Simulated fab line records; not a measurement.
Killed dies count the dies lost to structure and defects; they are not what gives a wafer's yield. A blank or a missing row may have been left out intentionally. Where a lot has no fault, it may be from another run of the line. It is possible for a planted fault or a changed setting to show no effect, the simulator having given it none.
fab line records	flow nand-harc
[record] lots = 5	wafers = 15	last-day = 28
route steps=1302 shown A_STAIRCASE@675
lots with no fault: from the same line, run without faults
start-h: hours from the record's opening day to when the first of the lot's shown wafers began	wait-h: how many hours have passed since the lot's step before this one	" repeats the value in the row above	L1.1+2: several wafers, shown together as one row	- no value, or no start given	* or withheld: withheld	< > ~ a bound
route shown NAME@n: NAME is a module with steps in the file, n the number in the route of the first one	usual: mean and standard deviation over wafers with no fault	same: alike in all rows	chamber/n: place in a boat	sites: the reading at each site	_std_site: their standard deviation	_edge_site: the outer-site mean with the inner-site mean subtracted	radius-mm: how far each site lies from the wafer's centre	mask NAME#n: copy n	behind: tool/chamber where the wafer was last shaped	hold: the reason the lot was held/the length of the hold in hours/how it ended	device: names the non-switching transistor (n, p or np)	end of line: the tests these same wafers got at the end of their route	for a step that has no rows: nothing shown but its recipe	killed: dies that structure and defects cost at the first sort, which is not the same as the wafer's yield	map: a wafer's dies, marking killed ones x, the rest . and places with no die _
set.NAME: setting as actually run; set.NAME@STEP: the setting as run at that earlier step	model.NAME: the simulator's own value behind a step, which no gauge read
a table for each step, a row for each wafer; lots at some steps of the route
services: when a tool's chamber went out of use (start-h, in hours from the record's first day, below 0 if earlier), for how many hours, and the reason
[[steps]]
[step NHARC_A_STAIRCASE_ETCH_19]
[recipe] target-depth-a = 1000	time-s = 40.5	ion-energy-ev = 400	c4f8-flow-sccm = 20	o2-flow-sccm = 10	ar-flow-sccm = withheld	rf-w = 600	bias-w = 1000	chemistry = C4F8/O2
[usual] bias-w = 1000/3.1	oes-product-au = 0.942/0.013	rf-vpp-V = 894/6
lot.wafer	tool	chamber	start-h	wait-h	bias-w	oes-product-au	rf-hours-counter-h	rf-vpp-V
L077.2	rie-diel-08	1	-	-	1005	0.948	0	897
L077.1	"	2	"	"	995	0.938	0	892
L077.3	"	0	"	"	999	0.947	0	892
L081.3	rie-diel-01	1	-	-	1000	0.922	14	890
L081.1	"	0	"	"	1001	0.926	12	894
L081.6	"	2	"	"	1004	0.937	-	898
L082.1	rie-diel-08	1	-	-	998	0.952	21	896
L082.3	"	2	"	"	1000	0.933	21	891
L082.4	"	3	"	"	1000	0.953	12	903
L083.3	rie-diel-06	0	-	-	998	0.943	46	887
L083.4	"	1	"	"	997	0.942	47	904
L083.6	"	3	"	"	1001	0.957	-	888
L084.2	rie-diel-01	2	-	-	997	0.909	17	898
L084.1	"	3	"	"	998	0.943	21	890
L084.6	"	2	"	"	995	0.914	-	900
[step NHARC_A_STAIRCASE_TRIM_20]
[recipe] time-s = 211.2	o2-flow-sccm = 500	ar-flow-sccm = 0	bias-w = 0	chemistry = O2
[usual] drypump-motor-current-A = 5.3/0.48	oes-product-au = 1.003/0.011	rf-vpp-V = 57.6/0.98	showerhead-plenum-p-Torr = 3.50/0.18	throttle-valve-pct = 17.036/0.0087
[same] bias-w = 0
lot.wafer	tool	chamber	start-h	wait-h	drypump-motor-current-A	oes-product-au	rf-hours-counter-h	rf-vpp-V	showerhead-plenum-p-Torr	throttle-valve-pct
L077.2	rie-diel-08	1	380.91	0.1	4.9	1.004	0	55.5	3.55	17.046
L077.1	"	2	"	"	4.8	1.014	0	57.8	3.38	17.036
L077.3	"	3	"	"	5.2	1.002	1	58.0	3.78	17.040
L081.3	rie-diel-06	3	423.94	0.1	5.0	1.016	38	55.5	3.32	17.027
L081.1	"	0	"	"	5.7	1.011	36	55.3	3.29	17.036
L081.6	"	3	"	"	5.0	1.025	-	56.9	3.32	17.039
L082.3	rie-diel-06	0	437.12	0.1	5.6	0.999	38	55.9	3.29	17.026
L082.4	"	1	"	"	5.2	1.008	39	57.6	3.76	17.034
L082.1	"	2	"	"	4.8	0.998	38	56.7	3.28	17.021
L083.3	rie-diel-01	0	457.30	0.1	6.0	0.993	18	58.8	3.49	17.027
L083.4	"	3	"	"	5.3	1.000	17	57.5	3.39	17.040
L083.6	"	0	"	"	6.0	1.009	-	57.9	3.49	17.046
L084.1	rie-diel-01	1	468.08	0.1	6.3	0.993	26	58.5	3.37	17.045
L084.2	"	2	"	"	6.1	0.987	17	57.9	3.60	17.043
L084.6	"	0	"	"	6.0	1.014	-	58.5	3.49	17.021
[step NHARC_A_STAIRCASE_ETCH_21]
[recipe] target-depth-a = 1000	time-s = 40.5	ion-energy-ev = 400	c4f8-flow-sccm = 20	o2-flow-sccm = 10	ar-flow-sccm = withheld	rf-w = 600	bias-w = 1000	chemistry = C4F8/O2
[usual] bias-w = 1000.3/2.9	oes-product-au = 0.948/0.017	rf-vpp-V = 895/6.7
lot.wafer	tool	chamber	start-h	wait-h	bias-w	oes-product-au	rf-hours-counter-h	rf-vpp-V
L077.2	rie-diel-08	1	-	-	1002.7	0.945	1	895
L077.1	"	2	"	"	1001.7	0.954	1	892
L077.3	"	0	"	"	996.3	0.938	1	891
L081.1	rie-diel-06	3	-	-	1002.1	0.977	38	885
L081.3	"	0	"	"	1003.2	0.979	36	887
L081.6	"	3	"	"	997.4	0.993	-	889
L082.4	rie-diel-06	3	-	-	1000.3	0.983	41	888
L082.1	"	0	"	"	1003.7	0.965	38	889
L082.3	"	1	"	"	1003.4	0.981	39	904
L083.4	rie-diel-01	3	-	-	1000.0	0.986	17	892
L083.3	"	0	"	"	999.4	0.965	19	893
L083.6	"	0	"	"	996.0	0.965	-	896
L084.1	rie-diel-01	2	-	-	997.4	0.935	17	899
L084.2	"	1	"	"	1002.8	0.931	26	891
L084.6	"	2	"	"	996.5	0.916	-	898
[step NHARC_A_STAIRCASE_TRIM_22]
[recipe] time-s = 211.2	o2-flow-sccm = 500	ar-flow-sccm = 0	bias-w = 0	chemistry = O2
[usual] drypump-motor-current-A = 5.3/0.47	oes-product-au = 1.002/0.0091	rf-vpp-V = 57.8/0.89	showerhead-plenum-p-Torr = 3.50/0.18	throttle-valve-pct = 17.037/0.0093
[same] bias-w = 0
lot.wafer	tool	chamber	start-h	wait-h	drypump-motor-current-A	oes-product-au	rf-hours-counter-h	rf-vpp-V	showerhead-plenum-p-Torr	throttle-valve-pct
L077.1	rie-diel-08	0	-	-	5.1	1.015	1	57.7	3.40	17.034
L077.3	"	2	"	"	4.9	0.996	1	56.4	3.38	17.038
L077.2	"	3	"	"	5.2	0.993	1	57.8	3.78	17.048
L081.3	rie-diel-06	3	-	-	5.0	1.020	38	55.6	3.32	17.019
L081.1	"	0	"	"	5.7	0.998	36	57.4	3.29	17.025
L081.6	"	3	"	"	5.1	1.025	-	58.1	3.32	17.043
L082.1	rie-diel-06	3	-	-	5.0	1.022	41	57.5	3.31	17.035
L082.3	"	1	"	"	5.2	1.000	39	59.2	3.76	17.040
L082.4	"	2	"	"	4.8	1.010	38	57.1	3.28	17.036
L083.4	rie-diel-01	3	-	-	5.3	1.009	17	57.3	3.39	17.038
L083.3	"	0	"	"	6.0	1.003	19	57.9	3.49	17.034
L083.6	"	2	"	"	6.0	0.982	-	58.3	3.60	17.051
L084.2	rie-diel-01	1	-	-	6.3	0.990	26	57.6	3.37	17.045
L084.1	"	2	"	"	6.0	0.984	17	58.6	3.60	17.020
L084.6	"	0	"	"	6.0	1.010	-	57.8	3.49	17.039
[step NHARC_A_STAIRCASE_ETCH_23]
[recipe] target-depth-a = 1000	time-s = 40.5	ion-energy-ev = 400	c4f8-flow-sccm = 20	o2-flow-sccm = 10	ar-flow-sccm = withheld	rf-w = 600	bias-w = 1000	chemistry = C4F8/O2
[usual] bias-w = 999/3.1	oes-product-au = 0.943/0.013	rf-vpp-V = 895/6.7
lot.wafer	tool	chamber	start-h	wait-h	bias-w	oes-product-au	rf-hours-counter-h	rf-vpp-V
L077.2	rie-diel-08	0	-	-	995	0.948	1	891
L077.1	"	2	"	"	997	0.951	1	890
L077.3	"	3	"	"	999	0.935	1	906
L081.3	rie-diel-06	3	-	-	999	0.956	38	888
L081.1	"	1	"	"	999	0.939	36	903
L081.6	"	3	"	"	1001	0.953	-	888
L082.3	rie-diel-06	1	-	-	1003	0.959	39	903
L082.4	"	3	"	"	999	0.960	41	888
L082.1	"	0	"	"	996	0.950	39	887
L083.3	rie-diel-01	1	-	-	998	0.940	21	889
L083.4	"	2	"	"	998	0.938	14	900
L083.6	"	1	"	"	1002	0.950	-	891
L084.1	rie-diel-01	0	-	-	1000	0.932	24	895
L084.2	"	1	"	"	999	0.944	26	890
L084.6	"	1	"	"	998	0.945	-	889
[step NHARC_A_STAIRCASE_TRIM_24]
[recipe] time-s = 211.2	o2-flow-sccm = 500	ar-flow-sccm = 0	bias-w = 0	chemistry = O2
[usual] drypump-motor-current-A = 5.3/0.47	oes-product-au = 1.000/0.011	rf-vpp-V = 57.7/0.97	showerhead-plenum-p-Torr = 3.51/0.19	throttle-valve-pct = 17.038/0.0095
[same] bias-w = 0
lot.wafer	tool	chamber	start-h	wait-h	drypump-motor-current-A	oes-product-au	rf-hours-counter-h	rf-vpp-V	showerhead-plenum-p-Torr	throttle-valve-pct
L077.1	rie-diel-08	3	-	-	5.2	0.993	1	58.4	3.78	17.029
L077.2	"	1	"	"	4.9	0.997	1	57.6	3.54	17.052
L077.3	"	2	"	"	4.8	0.992	1	56.8	3.38	17.026
L081.3	rie-diel-06	1	-	-	5.2	0.990	36	58.0	3.76	17.034
L081.1	"	3	"	"	5.0	1.024	38	56.3	3.32	17.058
L081.6	"	2	"	"	4.8	0.993	-	56.8	3.28	17.034
L082.1	rie-diel-06	3	-	-	5.0	1.029	41	58.4	3.31	17.014
L082.4	"	0	"	"	5.6	0.997	39	56.5	3.29	17.046
L082.3	"	1	"	"	5.1	1.005	39	57.7	3.76	17.031
L083.4	rie-diel-01	2	-	-	6.0	0.973	14	57.8	3.60	17.044
L083.3	"	3	"	"	5.3	0.995	18	56.5	3.39	17.051
L083.6	"	2	"	"	6.0	0.970	-	57.9	3.60	17.030
L084.1	rie-diel-01	3	-	-	5.3	1.017	21	56.2	3.38	17.033
L084.2	"	2	"	"	6.0	0.988	17	57.0	3.60	17.033
L084.6	"	3	"	"	5.3	1.012	-	58.9	3.39	17.032
[step NHARC_A_STAIRCASE_ETCH_25]
[recipe] target-depth-a = 1000	time-s = 40.5	ion-energy-ev = 400	c4f8-flow-sccm = 20	o2-flow-sccm = 10	ar-flow-sccm = withheld	rf-w = 600	bias-w = 1000	chemistry = C4F8/O2
[usual] bias-w = 1000/3.1	oes-product-au = 0.943/0.013	rf-vpp-V = 895/6.6
lot.wafer	tool	chamber	start-h	wait-h	bias-w	oes-product-au	rf-hours-counter-h	rf-vpp-V
L077.2	rie-diel-08	2	-	-	996	0.925	1	889
L077.1	"	0	"	"	1006	0.939	1	892
L077.3	"	1	"	"	998	0.944	1	897
L081.1	rie-diel-06	1	-	-	1000	0.950	37	904
L081.3	"	2	"	"	1001	0.943	35	887
L081.6	"	3	"	"	998	0.967	-	887
L082.1	rie-diel-06	1	-	-	998	0.967	39	904
L082.4	"	2	"	"	999	0.958	38	887
L082.3	"	3	"	"	1002	0.955	41	888
L083.3	rie-diel-01	3	-	-	1002	0.961	18	890
L083.4	"	1	"	"	1003	0.950	21	891
L083.6	"	3	"	"	999	0.980	-	891
L084.1	rie-diel-01	0	-	-	999	0.947	24	894
L084.2	"	1	"	"	997	0.951	26	890
L084.6	"	3	"	"	1002	0.947	-	891
[step NHARC_A_STAIRCASE_TRIM_26]
[recipe] time-s = 211.2	o2-flow-sccm = 500	ar-flow-sccm = 0	bias-w = 0	chemistry = O2
[usual] drypump-motor-current-A = 5.4/0.49	oes-product-au = 1.000/0.011	rf-vpp-V = 57.7/0.95	showerhead-plenum-p-Torr = 3.52/0.19	throttle-valve-pct = 17.037/0.0097
[same] bias-w = 0
lot.wafer	tool	chamber	start-h	wait-h	drypump-motor-current-A	oes-product-au	rf-hours-counter-h	rf-vpp-V	showerhead-plenum-p-Torr	throttle-valve-pct
L077.2	rie-diel-08	2	-	-	4.8	0.986	1	56.1	3.38	17.037
L077.1	"	0	"	"	5.1	1.010	1	56.6	3.40	17.021
L077.3	"	1	"	"	4.9	1.002	1	58.4	3.54	17.024
L081.1	rie-diel-06	0	-	-	5.7	0.994	36	58.9	3.29	17.014
L081.3	"	1	"	"	5.2	0.995	37	58.2	3.76	17.042
L081.6	"	0	"	"	5.6	0.996	-	57.6	3.29	17.027
L082.1	rie-diel-06	1	-	-	5.2	1.003	39	58.8	3.76	17.028
L082.4	"	3	"	"	5.0	1.028	41	56.2	3.31	17.030
L082.3	"	0	"	"	5.6	1.007	39	55.4	3.29	17.045
L083.3	rie-diel-01	1	-	-	6.3	1.001	21	56.9	3.37	17.050
L083.4	"	2	"	"	6.1	0.983	14	57.0	3.60	17.043
L083.6	"	1	"	"	6.3	0.997	-	56.5	3.37	17.036
L084.1	rie-diel-01	1	-	-	6.3	0.993	27	58.1	3.37	17.048
L084.2	"	2	"	"	6.1	0.982	18	57.2	3.60	17.037
L084.6	"	2	"	"	6.1	0.987	-	57.4	3.60	17.052
[step NHARC_A_STAIRCASE_ETCH_27]
[recipe] target-depth-a = 1000	time-s = 40.5	ion-energy-ev = 400	c4f8-flow-sccm = 20	o2-flow-sccm = 10	ar-flow-sccm = withheld	rf-w = 600	bias-w = 1000	chemistry = C4F8/O2
[usual] bias-w = 1000/3.1	oes-product-au = 0.941/0.013	rf-vpp-V = 895/6.7
lot.wafer	tool	chamber	start-h	wait-h	bias-w	oes-product-au	rf-hours-counter-h	rf-vpp-V
L077.3	rie-diel-08	3	-	-	1001	0.933	1	905
L077.2	"	0	"	"	1005	0.953	1	891
L077.1	"	2	"	"	995	0.934	1	892
L081.3	rie-diel-06	2	-	-	996	0.939	35	887
L081.1	"	0	"	"	1002	0.940	36	887
L081.6	"	2	"	"	993	0.934	-	887
L082.3	rie-diel-06	2	-	-	1001	0.954	38	888
L082.4	"	3	"	"	999	0.966	41	889
L082.1	"	0	"	"	995	0.936	39	886
L083.4	rie-diel-01	1	-	-	998	0.942	21	890
L083.3	"	0	"	"	1000	0.963	19	894
L083.6	"	2	"	"	999	0.935	-	898
L084.1	rie-diel-01	2	-	-	1001	0.923	18	899
L084.2	"	3	"	"	1000	0.959	21	890
L084.6	"	1	"	"	1002	0.941	-	891
[step NHARC_A_STAIRCASE_STRIP_175]
[recipe] power-w = 1500	temp-c = 250	chemistry = O2
[usual] drypump-motor-current-A = 5.7/0.35	heater-power-w = 362/33	temp-c = 249.96/0.16
lot.wafer	tool	chamber	start-h	wait-h	drypump-motor-current-A	heater-power-w	rf-hours-counter-h	temp-c
L077.2	plasma-asher-01	1	381.97	0.1	5.7	335	7	249.61
L077.1	"	0	"	"	5.4	329	7	250.10
L077.3	"	0	"	"	5.4	323	-	249.91
L081.1	plasma-asher-02	0	424.99	0.1	5.3	413	33	249.83
L081.3	"	0	"	"	5.3	404	-	249.85
L081.6	"	1	"	"	6.1	344	-	249.97
L082.1	plasma-asher-02	0	438.21	0.1	5.3	397	1	250.07
L082.4	"	1	"	"	6.2	359	-	249.74
L082.3	"	0	"	"	5.4	395	-	249.86
L083.3	plasma-asher-02	0	458.46	0.2	5.3	401	-	249.83
L083.4	"	1	"	"	6.1	356	-	249.96
L083.6	"	1	"	"	6.1	362	-	250.12
L084.2	plasma-asher-02	0	469.14	0.1	5.3	397	6	250.24
L084.1	"	1	"	"	6.2	352	6	249.80
L084.6	"	0	"	"	5.4	402	-	250.29
[step NHARC_A_STAIRCASE_STRIP_148]
[recipe] time-s = 900	temp-c = 130	chemistry = SPM
[usual] temp-c = 130.02/0.13
lot.wafer	tool	chamber	start-h	wait-h	temp-c
L077.2	wet-bench-04	6	382.32	0.3	130.05
L077.1	"	2	"	"	129.91
L077.3	"	3	"	"	130.11
L081.3	wet-bench-07	3	425.34	0.2	130.15
L081.6	"	7	"	"	130.16
L081.1	"	0	"	"	129.91
L082.4	wet-bench-02	0	438.52	0.2	130.01
L082.1	"	1	"	"	130.10
L082.3	"	5	"	"	130.07
L083.6	wet-bench-04	4	458.72	0.1	129.99
L083.4	"	0	"	"	130.08
L083.3	"	1	"	"	129.93
L084.1	wet-bench-07	5	469.51	0.3	130.00
L084.2	"	0	"	"	129.82
L084.6	"	1	"	"	130.12
[step NHARC_A_STAIRCASE_PRECLEAN_149]
[recipe] time-s = *	temp-c = 50	bath-age-min = 0	chemistry = SC1
[usual] temp-c = 50.02/0.11
lot.wafer	tool	chamber	start-h	wait-h	temp-c
L077.2	wet-bench-04	6	-	-	49.83
L077.1	"	2	"	"	50.05
L077.3	"	3	"	"	49.93
L081.3	wet-bench-07	3	-	-	50.02
L081.6	"	7	"	"	49.98
L081.1	"	0	"	"	50.04
L082.4	wet-bench-02	0	-	-	49.90
L082.1	"	1	"	"	50.06
L082.3	"	5	"	"	49.91
L083.6	wet-bench-04	4	-	-	49.89
L083.4	"	0	"	"	50.06
L083.3	"	1	"	"	49.98
L084.1	wet-bench-07	5	-	-	49.77
L084.2	"	0	"	"	50.13
L084.6	"	1	"	"	50.02
[step NHARC_A_STAIRCASE_SRD_150]
lot.wafer	tool	chamber	start-h	wait-h
L077.2+1+3	wet-bench-04	6,2,3	-	-
L081.3+6+1	wet-bench-07	3,7,0	-	-
L082.4+1+3	wet-bench-02	0,1,5	-	-
L083.6+4+3	wet-bench-04	4,0,1	-	-
L084.1+2+6	wet-bench-07	5,0,1	-	-
[step NHARC_A_STAIRCASE_DEHYDRATE_176]
[recipe] temp-c = 150	time-s = 120
[usual] resist-line-temp-C = 23.01/0.12
lot.wafer	tool	chamber	start-h	wait-h	resist-line-temp-C
L077.1	litho-track-02	0	382.78	-	22.93
L077.2	"	0	"	"	22.94
L077.3	"	0	"	"	23.08
L081.1	litho-track-05	0	425.80	-	23.05
L081.3	"	0	"	"	22.86
L081.6	"	0	"	"	22.88
L082.1	litho-track-03	0	438.97	-	22.91
L082.3	"	0	"	"	22.79
L082.4	"	0	"	"	22.86
L083.3	litho-track-02	0	459.17	-	22.95
L083.4	"	0	"	"	23.08
L083.6	"	0	"	"	22.96
L084.1	litho-track-03	0	470.03	-	23.10
L084.2	"	0	"	"	23.09
L084.6	"	0	"	"	23.26
[step NHARC_A_STAIRCASE_HMDS_177]
[recipe] time-s = 30
[usual] resist-line-temp-C = 23.00/0.11
lot.wafer	tool	chamber	start-h	wait-h	resist-line-temp-C
L077.1	litho-track-02	0	-	-	23.08
L077.2	"	0	"	"	23.08
L077.3	"	0	"	"	23.07
L081.1	litho-track-05	0	-	-	23.01
L081.3	"	0	"	"	22.81
L081.6	"	0	"	"	23.04
L082.1	litho-track-03	0	-	-	23.27
L082.3	"	0	"	"	23.19
L082.4	"	0	"	"	23.13
L083.3	litho-track-02	0	-	-	22.89
L083.4	"	0	"	"	22.84
L083.6	"	0	"	"	22.90
L084.1	litho-track-03	0	-	-	23.07
L084.2	"	0	"	"	23.04
L084.6	"	0	"	"	22.87
[step NHARC_A_STAIRCASE_COAT_178]
[recipe] spin-rpm = 1200
[usual] resist-line-temp-C = 22.97/0.12
lot.wafer	tool	chamber	start-h	wait-h	resist-line-temp-C
L077.1	litho-track-02	0	-	-	22.76
L077.2	"	0	"	"	23.01
L077.3	"	0	"	"	22.87
L081.1	litho-track-05	0	-	-	22.95
L081.3	"	0	"	"	22.99
L081.6	"	0	"	"	22.87
L082.1	litho-track-03	0	-	-	22.96
L082.3	"	0	"	"	22.74
L082.4	"	0	"	"	22.96
L083.3	litho-track-02	0	-	-	23.00
L083.4	"	0	"	"	22.81
L083.6	"	0	"	"	22.88
L084.1	litho-track-03	0	-	-	23.07
L084.2	"	0	"	"	23.03
L084.6	"	0	"	"	23.07
[step NHARC_A_STAIRCASE_SOFTBAKE_179]
[recipe] temp-c = 135	time-s = 170
[usual] resist-line-temp-C = 23.01/0.12
lot.wafer	tool	chamber	start-h	wait-h	resist-line-temp-C
L077.1	litho-track-02	0	-	-	22.85
L077.2	"	0	"	"	22.84
L077.3	"	0	"	"	23.04
L081.1	litho-track-05	0	-	-	22.77
L081.3	"	0	"	"	22.96
L081.6	"	0	"	"	22.93
L082.1	litho-track-03	0	-	-	22.79
L082.3	"	0	"	"	22.92
L082.4	"	0	"	"	23.05
L083.3	litho-track-02	0	-	-	22.71
L083.4	"	0	"	"	23.04
L083.6	"	0	"	"	22.90
L084.1	litho-track-03	0	-	-	23.07
L084.2	"	0	"	"	23.04
L084.6	"	0	"	"	22.88
[step NHARC_A_STAIRCASE_EBR_180]
[usual] resist-line-temp-C = 23.00/0.11
lot.wafer	tool	chamber	start-h	wait-h	resist-line-temp-C
L077.1	litho-track-02	0	-	-	23.19
L077.2	"	0	"	"	22.91
L077.3	"	0	"	"	23.05
L081.1	litho-track-05	0	-	-	23.27
L081.3	"	0	"	"	23.08
L081.6	"	0	"	"	23.29
L082.1	litho-track-03	0	-	-	23.02
L082.3	"	0	"	"	23.06
L082.4	"	0	"	"	23.21
L083.3	litho-track-02	0	-	-	22.82
L083.4	"	0	"	"	22.92
L083.6	"	0	"	"	22.98
L084.1	litho-track-03	0	-	-	23.00
L084.2	"	0	"	"	23.06
L084.6	"	0	"	"	23.03
[[services]]
tool	chamber	start-h	hours	kind
rie-diel-01	0	359.90	-	clean
rie-diel-01	1	359.90	-	clean
rie-diel-01	2	359.90	-	clean
rie-diel-01	3	359.90	-	clean
rie-diel-08	3	362.54	5.3	repair
rie-diel-08	-	370.30	9.0	pm
rie-diel-01	-	380.84	9.0	pm
rie-diel-01	0	380.84	9.0	vent-cycle
rie-diel-01	1	380.84	9.0	vent-cycle
rie-diel-01	2	380.84	9.0	vent-cycle
rie-diel-01	3	380.84	9.0	vent-cycle
plasma-asher-01	-	384.48	2.3	repair
rie-diel-01	0	389.84	-	clean
rie-diel-01	1	389.84	-	clean
rie-diel-01	1	389.84	-	consumable-replace:focus-ring
rie-diel-01	2	389.84	-	clean
rie-diel-01	3	389.84	-	clean
rie-diel-06	2	396.28	6.9	repair
litho-track-02	-	402.00	7.0	pm
wet-bench-04	-	403.20	8.0	pm
wet-bench-02	-	420.00	8.0	pm
plasma-asher-02	-	426.00	9.0	pm
litho-track-03	-	450.00	7.0	pm
plasma-asher-02	-	450.10	0.8	repair
[[key]]
fault none
